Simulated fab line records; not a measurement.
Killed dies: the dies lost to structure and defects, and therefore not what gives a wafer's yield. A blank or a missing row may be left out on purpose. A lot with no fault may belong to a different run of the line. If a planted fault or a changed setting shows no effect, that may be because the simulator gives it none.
Chamber matching    flow n5 finfet    N5_HKMG_FIN_ETCH_67 on rie diel-06 has 4 sister chambers
The step etches SOC in N2/H2, stops on TiN, target depth 388.9 nm. 4 wafers are shown with their chamber, then 7 later ones without.

== EACH WAFER AND ITS CHAMBER ==
wafer   chamber  showerhead plenum p Torr (Torr)
L077.1  2        2.43
L084.4  1        2.41
L088.1  0        2.51
L088.4  3        2.70

== WAFERS WITH NO CHAMBER GIVEN ==
wafer   showerhead plenum p Torr (Torr)
L088.6  2.40
L091.2  2.51
L091.4  2.70
L091.6  2.42
L094.1  2.51
L094.3  2.72
L094.4  2.42

== WHICH CHAMBER EACH WENT THROUGH ==
wafer    from the rows above       in truth
L088.6   1                         1
L091.2   0                         0
L091.4   3                         3
L091.6   can't be placed: 1 or 2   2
L094.1   0                         0
L094.3   3                         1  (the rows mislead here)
L094.4   can't be placed: 1 or 2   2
Correctly placed: 4 of 7. Can't be placed from these rows: 2 (the true chamber is among the candidates in 2). Placed wrongly: 1.
How it was worked out, from the rows above alone: a wafer's distance from a chamber is the root of the sum, over the readings, of the square of ((its reading less the chamber's mean) divided by the reading's scatter). If the next closest chamber is less than 2 further off than the closest, the wafer can't be placed; otherwise it belongs to the closest. Each chamber's mean is taken over the wafers shown for it. The scatter: with one shown wafer a chamber, the root of the mean of the squares of how far each hidden wafer lies from its nearest shown one.
